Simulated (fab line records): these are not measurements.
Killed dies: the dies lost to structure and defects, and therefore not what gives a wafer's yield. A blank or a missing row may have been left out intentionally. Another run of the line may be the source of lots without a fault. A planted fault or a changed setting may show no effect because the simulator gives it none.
fab line records ; flow nand-harc
record: lots: 11; wafers: 33; last-day: 24
route steps=1159 shown THIN_TSV@1132 END@1159
lots untouched by any fault: they come from a run of this same line in which no faults occurred
start-h: the number of hours between the record's first day and the start of the first shown wafer of the lot ; wait-h: how many hours have passed since the lot's step before this one ; " repeats the value in the row above ; L1.1+2: a single row standing in for several wafers ; - value missing, or start not given ; * or withheld: withheld ; < > ~ a bound
route shown NAME@n: a module of which the file shows steps, and the number in the route of the first ; usual: mean/standard deviation of fault-free wafers ; same: alike in all rows ; chamber/n: place in a boat ; sites: each site's reading ; _std_site: standard deviation of those values ; _edge_site: inner sites' mean taken away from outer sites' mean ; radius-mm: for every site, how far away it sits from the centre of the wafer ; mask NAME#n: copy n ; behind: the last tool/chamber to shape the wafer ; hold: the reason the lot was held/the length of the hold in hours/how it ended ; device: which transistor (n, p or np) failed to switch ; end of line: tests of these same wafers at the route's end ; a step given without rows: its recipe and nothing more ; killed: at the first sort, the dies lost to defects and structure; wafer yield is something else ; map: a wafer's dies, marking killed ones x, the rest . and places with no die _
set.NAME: the setting the step ran with; set.NAME@STEP: the setting that earlier step ran with ; model.NAME: the simulator's own value behind a step, which no gauge read
one table for each step of the route and one row for each wafer, over a sample of lots
services: a tool's chamber out of use, with start hour (start-h, from the record's first day; less than 0 if before it), hours out, and reason
== steps ==
step: NHARC_THIN_TSV_ANNEAL_52
recipe: temp-c: 225; time-s: 90
usual: wafer_temp_C_max: 226.1/0.42
same: time-s: 90
lot.wafer;tool;chamber;start-h;wait-h;wafer_temp_C_max
L373.1;rtp-anneal-01;0;432.56;0.6;226.6
L373.5;rtp-anneal-01;0;432.56;0.6;226.5
L373.6;rtp-anneal-01;0;432.56;0.6;226.3
L377.2;rtp-anneal-02;0;468.75;0.7;225.7
L377.4;rtp-anneal-02;0;468.75;0.7;226.2
L377.5;rtp-anneal-02;0;468.75;0.7;226.0
L381.2;rtp-anneal-02;0;479.31;0.6;225.9
L381.3;rtp-anneal-02;0;479.31;0.6;225.8
L381.6;rtp-anneal-02;0;479.31;0.6;225.7
L382.1;rtp-anneal-01;0;481.03;0.6;226.6
L382.2;rtp-anneal-01;0;481.03;0.6;225.9
L382.5;rtp-anneal-01;0;481.03;0.6;226.1
L391.2;rtp-anneal-01;0;522.25;0.6;227.6
L391.4;rtp-anneal-01;0;522.25;0.6;226.2
L391.5;rtp-anneal-01;0;522.25;0.6;226.3
L388.2;rtp-anneal-02;0;533.21;0.6;225.9
L388.4;rtp-anneal-02;0;533.21;0.6;226.1
L388.5;rtp-anneal-02;0;533.21;0.6;226.3
L389.2;rtp-anneal-02;0;534.45;0.7;226.5
L389.3;rtp-anneal-02;0;534.45;0.7;226.1
L389.6;rtp-anneal-02;0;534.45;0.7;226.4
L390.3;rtp-anneal-02;0;537.96;0.5;225.5
L390.4;rtp-anneal-02;0;537.96;0.5;225.9
L390.6;rtp-anneal-02;0;537.96;0.5;225.7
L396.1;rtp-anneal-02;0;561.85;0.5;225.8
L396.4;rtp-anneal-02;0;561.85;0.5;225.6
L396.6;rtp-anneal-02;0;561.85;0.5;226.0
L394.1;rtp-anneal-02;0;563.21;0.6;226.0
L394.4;rtp-anneal-02;0;563.21;0.6;225.8
L394.6;rtp-anneal-02;0;563.21;0.6;225.7
L395.1;rtp-anneal-02;0;564.13;0.5;225.9
L395.4;rtp-anneal-02;0;564.13;0.5;226.4
L395.6;rtp-anneal-02;0;564.13;0.5;226.0
step: NHARC_THIN_TSV_DESCUM_35
recipe: time-s: 3; o2-flow-sccm: 200; ar-flow-sccm: 0; bias-power-w: 0; chemistry: O2
usual: drypump-motor-current-A: 5.7/0.37; oes-product-au: 0.997/0.012; rf-vpp-V: 57.8/0.89; showerhead-plenum-p-Torr: 1.91/0.093; throttle-valve-pct: 11.310/0.0091
same: time-s: 3
lot.wafer;tool;chamber;start-h;wait-h;drypump-motor-current-A;oes-product-au;rf-hours-counter-h;rf-vpp-V;showerhead-plenum-p-Torr;throttle-valve-pct
L373.1;rie-diel-11;0;434.66;-;5.4;1.004;8;57.2;1.81;11.314
L373.6;rie-diel-11;0;434.66;-;5.4;1.000;-;58.2;1.81;11.301
L373.5;rie-diel-11;1;434.66;-;5.5;1.000;-;57.4;1.90;11.316
L377.4;rie-diel-11;1;470.81;-;5.5;0.989;11;57.0;1.90;11.320
L377.2;rie-diel-11;2;470.81;-;5.6;0.975;10;58.1;1.82;11.318
L377.5;rie-diel-11;1;470.81;-;5.5;1.003;-;58.1;1.90;11.313
L381.2;rie-diel-12;1;481.53;-;5.8;1.005;7;57.5;1.78;11.301
L381.3;rie-diel-12;2;481.53;-;6.7;1.004;6;57.2;2.00;11.317
L381.6;rie-diel-12;0;481.53;-;5.7;1.001;-;57.5;1.82;11.318
L382.1;rie-diel-06;1;483.15;-;5.8;0.989;4;57.8;2.06;11.318
L382.2;rie-diel-06;3;483.15;-;5.4;0.987;5;59.1;2.01;11.312
L382.5;rie-diel-06;2;483.15;-;5.3;0.992;-;59.3;1.88;11.306
L391.2;rie-diel-12;2;524.18;-;6.6;1.007;10;57.6;2.00;11.297
L391.4;rie-diel-12;1;524.18;-;5.8;1.000;9;56.5;1.78;11.313
L391.5;rie-diel-12;2;524.18;-;6.7;1.005;-;57.8;2.00;11.309
L388.4;rie-diel-11;0;535.26;-;5.4;1.003;19;56.5;1.81;11.311
L388.2;rie-diel-11;1;535.26;-;5.5;0.989;19;59.5;1.90;11.307
L388.5;rie-diel-11;1;535.26;-;5.5;0.990;-;58.9;1.90;11.312
L389.2;rie-diel-06;1;536.55;-;5.9;1.002;7;59.1;2.05;11.317
L389.3;rie-diel-06;2;536.55;-;5.4;0.981;8;57.2;1.88;11.292
L389.6;rie-diel-06;3;536.55;-;5.4;0.982;-;57.5;2.01;11.311
L390.4;rie-diel-06;2;539.99;-;5.4;0.987;8;57.2;1.88;11.323
L390.3;rie-diel-06;0;539.99;-;5.2;1.004;7;58.0;1.97;11.303
L390.6;rie-diel-06;2;539.99;-;5.4;0.976;-;57.3;1.88;11.303
L396.1;rie-diel-11;0;563.99;-;5.4;0.976;1;56.4;1.81;11.308
L396.4;rie-diel-11;2;563.99;-;5.6;0.979;-;56.2;1.82;11.323
L396.6;rie-diel-11;0;563.99;-;5.4;0.984;-;57.0;1.81;11.299
L394.1;rie-diel-06;3;565.32;-;5.4;0.982;10;57.3;2.01;11.308
L394.4;rie-diel-06;2;565.32;-;5.4;0.979;10;58.1;1.88;11.314
L394.6;rie-diel-06;3;565.32;-;5.4;0.982;-;60.0;2.01;11.329
L395.1;rie-diel-12;0;566.24;-;5.6;0.995;0;59.1;1.82;11.304
L395.4;rie-diel-12;3;566.24;-;6.1;1.010;0;57.2;2.04;11.309
L395.6;rie-diel-12;0;566.24;-;5.6;0.991;-;57.1;1.82;11.317
step: NHARC_THIN_TSV_ETCH_59
recipe: target-depth-a: 8800; icp-w: 900; bias-w: 100; Cl2_flow_sccm: 60; bcl3-flow-sccm: 30; time-s: 138.1; chemistry: Cl2/BCl3
usual: drypump-motor-current-A: 5.5/0.34; oes-product-au: 0.999/0.012; throttle-valve-pct: 22.265/0.01
same: time-s: 138.1
lot.wafer;tool;chamber;start-h;wait-h;drypump-motor-current-A;oes-product-au;rf-hours-counter-h;throttle-valve-pct
L373.1;rie-metal-01;1;434.86;0.2;5.4;1.011;2.6;22.246
L373.6;rie-metal-01;0;434.86;0.2;5.8;1.000;-;22.267
L373.5;rie-metal-01;1;434.86;0.2;5.4;1.001;-;22.268
L377.2;rie-metal-01;1;470.94;0.1;5.4;1.000;3.9;22.255
L377.4;rie-metal-01;0;470.94;0.1;5.8;0.991;-;22.269
L377.5;rie-metal-01;1;470.94;0.1;5.4;0.999;-;22.259
L381.2;rie-metal-01;1;481.67;0.1;5.4;1.001;4.1;22.267
L381.3;rie-metal-01;1;481.67;0.1;5.4;0.991;-;22.266
L381.6;rie-metal-01;0;481.67;0.1;5.8;0.987;-;22.260
L382.1;rie-metal-03;1;483.28;0.1;4.9;1.005;0.5;22.258
L382.2;rie-metal-03;0;483.28;0.1;5.5;1.008;0.5;22.266
L382.5;rie-metal-03;1;483.28;0.1;4.9;1.017;-;22.250
L391.2;rie-metal-02;0;524.30;0.1;6.0;1.011;3.3;22.282
L391.4;rie-metal-02;1;524.30;0.1;5.7;0.991;-;22.266
L391.5;rie-metal-02;0;524.30;0.1;6.0;1.008;-;22.282
L388.2;rie-metal-02;0;535.39;0.1;6.0;1.009;3.5;22.267
L388.4;rie-metal-02;1;535.39;0.1;5.7;0.986;-;22.260
L388.5;rie-metal-02;0;535.39;0.1;6.0;1.007;-;22.267
L389.2;rie-metal-01;1;536.69;0.1;5.4;1.002;0.5;22.269
L389.3;rie-metal-01;1;536.69;0.1;5.4;0.992;-;22.271
L389.6;rie-metal-01;1;536.69;0.1;5.3;1.000;-;22.290
L390.4;rie-metal-03;0;540.19;0.2;5.5;1.016;-;22.270
L390.3;rie-metal-03;1;540.19;0.2;5.0;1.014;-;22.266
L390.6;rie-metal-03;0;540.19;0.2;5.5;1.010;-;22.266
L396.1;rie-metal-02;1;564.11;0.1;5.7;0.981;5.1;22.247
L396.4;rie-metal-02;0;564.11;0.1;6.0;1.017;-;22.279
L396.6;rie-metal-02;0;564.11;0.1;6.0;1.017;-;22.255
L394.1;rie-metal-01;1;565.48;0.1;5.4;1.012;1.3;22.263
L394.4;rie-metal-01;1;565.48;0.1;5.4;1.003;-;22.250
L394.6;rie-metal-01;0;565.48;0.1;5.8;1.003;-;22.277
L395.1;rie-metal-03;1;566.37;0.1;4.9;1.015;3.3;22.252
L395.4;rie-metal-03;1;566.37;0.1;4.9;1.012;-;22.239
L395.6;rie-metal-03;1;566.37;0.1;5.0;1.017;-;22.274
step: NHARC_THIN_TSV_STRIP_57
recipe: time-s: 1200; temp-c: 72.5; chemistry: post-etch-residue-remover
usual: bath-guard-temp-C: 72.6/0.48
same: time-s: 1200
lot.wafer;tool;chamber;start-h;wait-h;bath-guard-temp-C
L373.6;wet-bench-08;2;435.60;0.1;72.3
L373.1;wet-bench-08;5;435.60;0.1;73.4
L373.5;wet-bench-08;6;435.60;0.1;72.5
L377.2;wet-bench-10;2;471.68;0.3;73.7
L377.4;wet-bench-10;3;471.68;0.3;71.9
L377.5;wet-bench-10;4;471.68;0.3;72.2
L381.6;wet-bench-08;5;482.53;0.1;73.1
L381.2;wet-bench-08;6;482.53;0.1;72.9
L381.3;wet-bench-08;0;482.53;0.1;72.6
L382.2;wet-bench-10;4;484.16;0.3;72.1
L382.1;wet-bench-10;6;484.16;0.3;72.1
L382.5;wet-bench-10;7;484.16;0.3;73.0
L391.4;wet-bench-08;7;525.01;0.2;71.9
L391.5;wet-bench-08;0;525.01;0.2;72.6
L391.2;wet-bench-08;3;525.01;0.2;72.9
L388.2;wet-bench-10;2;536.11;0.3;73.5
L388.5;wet-bench-10;5;536.11;0.3;72.8
L388.4;wet-bench-10;6;536.11;0.3;72.1
L389.6;wet-bench-10;6;537.37;0.1;72.1
L389.3;wet-bench-10;7;537.37;0.1;72.9
L389.2;wet-bench-10;1;537.37;0.1;72.0
L390.3;wet-bench-08;1;540.84;0.2;72.7
L390.6;wet-bench-08;2;540.84;0.2;72.6
L390.4;wet-bench-08;5;540.84;0.2;73.7
L396.1;wet-bench-08;5;564.83;0.3;73.1
L396.4;wet-bench-08;6;564.83;0.3;72.8
L396.6;wet-bench-08;0;564.83;0.3;72.8
L394.6;wet-bench-08;6;566.15;0.1;72.9
L394.4;wet-bench-08;1;566.15;0.1;72.6
L394.1;wet-bench-08;2;566.15;0.1;72.4
L395.4;wet-bench-08;5;567.08;0.2;72.8
L395.6;wet-bench-08;6;567.08;0.2;72.8
L395.1;wet-bench-08;0;567.08;0.2;72.7
step: NHARC_THIN_TSV_INSPECT_40
usual: raw-defect-count: 462/88
lot.wafer;tool;chamber;start-h;wait-h;raw-defect-count
L373.1;defect-inspect-02;-;440.49;0.4;661
L373.5;defect-inspect-02;-;440.49;0.4;543
L373.6;defect-inspect-02;-;440.49;0.4;560
L377.2;defect-inspect-02;-;476.54;0.4;534
L377.4;defect-inspect-02;-;476.54;0.4;554
L377.5;defect-inspect-02;-;476.54;0.4;534
L382.1;defect-inspect-01;-;487.39;0.4;393
L382.2;defect-inspect-01;-;487.39;0.4;442
L382.5;defect-inspect-01;-;487.39;0.4;458
L381.2;defect-inspect-02;-;487.39;0.4;406
L381.3;defect-inspect-02;-;487.39;0.4;380
L381.6;defect-inspect-02;-;487.39;0.4;419
L391.2;defect-inspect-02;-;528.71;0.4;432
L391.4;defect-inspect-02;-;528.71;0.4;484
L391.5;defect-inspect-02;-;528.71;0.4;349
L388.2;defect-inspect-02;-;540.75;0.4;1599
L388.4;defect-inspect-02;-;540.75;0.4;1477
L388.5;defect-inspect-02;-;540.75;0.4;1519
L389.2;defect-inspect-01;-;540.75;0.4;1512
L389.3;defect-inspect-01;-;540.75;0.4;1777
L389.6;defect-inspect-01;-;540.75;0.4;1823
L390.3;defect-inspect-02;-;545.69;0.4;427
L390.4;defect-inspect-02;-;545.69;0.4;494
L390.6;defect-inspect-02;-;545.69;0.4;482
L396.1;defect-inspect-02;-;569.73;0.4;419
L396.4;defect-inspect-02;-;569.73;0.4;472
L396.6;defect-inspect-02;-;569.73;0.4;440
L395.1;defect-inspect-01;-;569.73;0.4;490
L395.4;defect-inspect-01;-;569.73;0.4;406
L395.6;defect-inspect-01;-;569.73;0.4;417
L394.1;defect-inspect-02;-;569.74;0.4;448
L394.4;defect-inspect-02;-;569.74;0.4;424
L394.6;defect-inspect-02;-;569.74;0.4;399
step: NHARC_END_SORT_01
recipe: temp-c: 25
usual: defect-limited-yield: 95.4/1.7; killed-at-array: 28/11; killed-at-other: 0.6/0.85; killed-at-periphery: 2.8/2.3; killed-dies: 31/11; killed-open: 3.1/1.6; killed-short: 2.0/1.4; sort_bin_2_pct: 1.4/0.73; sort_bin_3_pct: 0.27/0.23; sort_bin_4_pct: 2.9/1.1; sort-n-pass: 646/11; sort-rim-yield-pct: 95/3.2; sort-yield-pct: 95.4/1.7
same: gross-dies: 677; sort_bin_5_pct[%]: 0; sort_bin_6_pct[%]: 0; sort_bin_7_pct[%]: 0; sort_bin_8_pct[%]: 0; sort-rim-n-gross: 106.00
lot.wafer;tool;chamber;start-h;wait-h;defect-limited-yield[%];killed-at-array;killed-at-other;killed-at-periphery;killed-dies;killed-open;killed-short;sort_bin_2_pct[%];sort_bin_3_pct[%];sort_bin_4_pct[%];sort-n-pass;sort-rim-yield-pct[%];sort-yield-pct[%]
L388.2;prober-02;0;544.57;2.8;82.9;24;91;1;116;6;3;5.8;5.91;5.5;561;88;82.9
L388.4;prober-02;0;546.16;3.4;82.9;21;94;1;116;2;3;7.8;4.14;5.2;561;81;82.9
L388.5;prober-02;0;546.95;3.7;80.9;29;97;3;129;3;1;6.8;6.06;6.2;548;100;80.9
L389.2;prober-01;0;544.60;2.8;80.8;23;104;3;130;1;2;8.6;4.43;6.2;547;94;80.8
L389.3;prober-01;0;545.41;3.1;80.2;33;97;4;134;3;2;9.0;5.02;5.8;543;94;80.2
L389.6;prober-01;0;547.82;4.0;83.8;10;93;7;110;2;3;4.3;7.09;4.9;567;86;83.8
L390.3;prober-02;0;553.13;3.1;97.5;12;0;5;17;3;2;1.2;0;1.3;660;96;97.5
L390.4;prober-02;0;553.92;3.4;97.5;13;0;4;17;4;3;0.6;0.15;1.8;660;99;97.5
L390.6;prober-02;0;555.52;4.0;97.5;11;0;6;17;7;1;0.7;0.15;1.6;660;99;97.5
L394.1;prober-01;0;580.69;2.5;92.0;50;0;4;54;3;1;2.7;0.59;4.7;623;92;92.0
L394.4;prober-01;0;583.09;3.4;92.0;50;1;3;54;3;3;3.5;0.59;3.8;623;89;92.0
L394.6;prober-01;0;584.70;4.0;92.6;49;1;0;50;1;1;2.5;0.44;4.4;627;99;92.6
killed by level:class
L388.2 THIN_TSV:unspecified=90 A_CHANNEL_HOLE_D1:chamber-film-flake=14 A_M0:geometric-particle:open=4 A_CONTACT:chamber-film-flake=2 P_GATE:geometric-particle:open=1 A_CHANNEL_HOLE_D1:geometric-particle:short=1 A_SGD_CUT:geometric-particle:short=1 A_M1:geometric-particle:open=1
L389.2 THIN_TSV:unspecified=102 A_SLIT:chamber-film-flake=11 A_CONTACT:chamber-film-flake=7 P_ZERO_WELL:chamber-film-flake=3 A_CHANNEL_HOLE_D1:chamber-film-flake=2 THIN_TSV:chamber-film-flake=2 A_ONON_D1:geometric-particle:short=1 A_CONTACT:geometric-particle:open=1
L389.3 THIN_TSV:unspecified=97 A_CONTACT:chamber-film-flake=12 A_SLIT:chamber-film-flake=9 A_CHANNEL_HOLE_D1:chamber-film-flake=4 P_ZERO_WELL:chamber-film-flake=3 A_STAIRCASE:chamber-film-flake=3 A_BLC:geometric-particle:open=2 P_M2:geometric-particle:open=1
L388.4 THIN_TSV:unspecified=94 A_CHANNEL_HOLE_D1:chamber-film-flake=14 A_CHANNEL_FILL_D1:chamber-film-flake=2 P_M1:geometric-particle:short=1 A_CHANNEL_FILL_D1:geometric-particle:open=1 A_SGD_CUT:geometric-particle:short=1 A_M0:geometric-particle:short=1 A_M0:geometric-particle:open=1
L388.5 THIN_TSV:unspecified=97 A_CHANNEL_HOLE_D1:chamber-film-flake=21 A_CONTACT:chamber-film-flake=3 P_CONTACT:chamber-film-flake=2 P_CONTACT:geometric-particle:open=1 A_CHANNEL_FILL_D1:geometric-particle:short=1 A_CONTACT:geometric-particle:open=1 A_M0:geometric-particle:open=1
L389.6 THIN_TSV:unspecified=92 P_ZERO_WELL:chamber-film-flake=3 A_WL_FILL:geometric-particle:short=2 A_CHANNEL_HOLE_D1:chamber-film-flake=2 A_SLIT:chamber-film-flake=2 A_CONTACT:chamber-film-flake=2 P_CONTACT:geometric-particle:open=1 P_M2:geometric-particle:open=1
L390.3 A_CONTACT:chamber-film-flake=4 A_ONON_D1:geometric-particle:open=2 P_BONDPAD:chamber-film-flake=2 A_CHANNEL_HOLE_D1:chamber-film-flake=2 P_M0:geometric-particle:open=1 A_CONTACT:geometric-particle:short=1 A_M1:geometric-particle:short=1 P_STI:chamber-film-flake=1
L390.4 A_CHANNEL_HOLE_D1:chamber-film-flake=6 A_WL_FILL:geometric-particle:short=2 A_CONTACT:chamber-film-flake=2 P_CONTACT:geometric-particle:open=1 P_M0:geometric-particle:open=1 A_CONTACT:geometric-particle:open=1 A_CONTACT:geometric-particle:short=1 A_M0:geometric-particle:open=1
L390.6 A_CHANNEL_HOLE_D1:chamber-film-flake=4 P_STI:chamber-film-flake=3 P_M0:geometric-particle:open=2 P_BONDPAD:geometric-particle:open=1 A_ONON_D1:geometric-particle:short=1 A_ONON_D1:geometric-particle:open=1 A_SGD_CUT:geometric-particle:open=1 A_WL_FILL:geometric-particle:open=1
L394.1 A_CHANNEL_HOLE_D1:chamber-film-flake=21 A_SLIT:chamber-film-flake=20 A_CONTACT:chamber-film-flake=5 P_M0:geometric-particle:open=2 A_SGD_CUT:chamber-film-flake=2 P_M0:geometric-particle:short=1 A_SGD_CUT:geometric-particle:open=1 P_STI:chamber-film-flake=1
L394.4 A_CHANNEL_HOLE_D1:chamber-film-flake=20 A_SLIT:chamber-film-flake=15 A_SGD_CUT:chamber-film-flake=3 A_CONTACT:chamber-film-flake=3 A_CHANNEL_FILL_D1:geometric-particle:short=2 A_STAIRCASE:chamber-film-flake=2 A_BONDPAD:chamber-film-flake=2 P_CONTACT:geometric-particle:open=1
L394.6 A_CHANNEL_HOLE_D1:chamber-film-flake=25 A_SLIT:chamber-film-flake=14 A_SGD_CUT:chamber-film-flake=3 A_BONDPAD:chamber-film-flake=2 A_M0:geometric-particle:short=1 A_M1:geometric-particle:open=1 A_CHANNEL_FILL_D1:chamber-film-flake=1 A_STAIRCASE:chamber-film-flake=1
== services ==
tool;chamber;start-h;hours;kind
rie-diel-12;2;413.79;5.4;repair
wet-bench-08;0;414.40;-;consumable-replace:bath
wet-bench-08;0;414.40;-;consumable-replace:filter
wet-bench-08;1;414.40;-;consumable-replace:bath
wet-bench-08;1;414.40;-;consumable-replace:filter
wet-bench-08;2;414.40;-;consumable-replace:bath
rie-diel-06;-;418.20;9.0;pm
rie-metal-03;1;418.61;1.5;repair
wet-bench-10;-;423.27;8.0;pm
rie-diel-06;0;432.96;1.4;repair
rie-metal-02;0;442.66;15.4;repair
rie-diel-06;1;448.11;5.5;repair
rie-metal-03;-;453.00;9.0;pm
rie-diel-11;-;480.10;1.0;repair
rie-metal-02;1;480.89;1.9;repair
rie-diel-11;2;487.27;21.6;repair
rie-metal-03;0;492.77;4.4;repair
rie-metal-01;-;509.00;9.0;pm
rie-diel-06;3;519.51;2.8;repair
rie-diel-06;0;525.49;6.9;repair
rie-diel-11;-;543.98;9.0;pm
rie-diel-12;-;556.40;9.0;pm
rie-diel-11;3;562.13;6.7;repair
rie-metal-02;-;565.00;9.0;pm
== key ==
first-sign: step: NHARC_THIN_TSV_INSPECT_40; reading: raw-defect-count; direction: up; sigmas: 13; usual: 462; struck: 1618
effect: step: NHARC_END_SORT_01; reading: killed-at-other; direction: up; sigmas: 95; usual: 0.6; struck: 96
more-kills-born-at: NHARC_THIN_TSV_STRIP_57@wet-bench-10: 572
met-at NHARC_THIN_TSV_STRIP_57
struck-lots L388,L389
not-acting-at NHARC_THIN_TSV_ANNEAL_52,NHARC_THIN_TSV_DESCUM_35,NHARC_THIN_TSV_ETCH_59
onset-between 484.16 536.11
fault: kind: chamber-particle-source; tool: wet-bench-10; chamber: -; onset-h: 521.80; steps: NHARC_THIN_TSV_STRIP_57; rate-per-visit-cm2: 1.7011; end-h: 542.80
